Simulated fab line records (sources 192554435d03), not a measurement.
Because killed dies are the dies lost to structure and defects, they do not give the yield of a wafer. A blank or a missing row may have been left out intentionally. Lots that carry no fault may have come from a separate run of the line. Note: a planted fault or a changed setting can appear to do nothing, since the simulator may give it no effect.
Matching of chambers -- flow n5Finfet -- rieDiel-03 running N5_BEOL_M3_ETCH_69: 4 sister chambers
The step etches SiARC in CF4, target depth 15.6 nm, time 26 s. 7 wafers are shown with their chamber, then 7 later ones without.

## EACH WAFER AND ITS CHAMBER
wafer,chamber,oesProductAu (a.u.),throttleValvePct (%)
L573.3,0,0.65,15.86
L576.4,3,0.82,15.70
L576.5,2,0.60,15.78
L575.2,2,0.59,15.80
L575.6,1,0.61,15.85
L577.2,1,0.61,15.86
L577.4,3,0.80,15.71

## WAFERS MISSING THEIR CHAMBER
wafer,oesProductAu (a.u.),throttleValvePct (%)
L577.6,0.81,15.72
L590.1,0.59,15.93
L590.2,0.80,15.29
L590.5,0.59,15.93
L591.3,0.78,15.32
L591.4,0.75,15.80
L591.5,0.75,15.78

## WHICH CHAMBER EACH ONE RAN IN
wafer,from the rows above,in truth
L577.6,3,3
L590.1,can't be placed: 1 or 0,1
L590.2,3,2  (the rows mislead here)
L590.5,can't be placed: 1 or 0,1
L591.3,3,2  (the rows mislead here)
L591.4,can't be placed: 3 or 0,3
L591.5,3,3
Correctly placed: 2 of 7. These rows do not allow placing 3 (true chamber among the candidates in 3). Number placed wrongly: 2.
How it was worked out, from the rows above alone: a wafer's distance from a chamber is the root of the sum, over the readings, of the square of ((its reading less the chamber's mean) divided by the reading's scatter). The wafer belongs to the nearest chamber; if the next one is less than 2 further off, it can't be placed. Each chamber's mean is taken over the wafers shown for it. The scatter: the root of (the sum of the squares of (reading less its chamber's mean) over the shown wafers, divided by (wafers less chambers)).
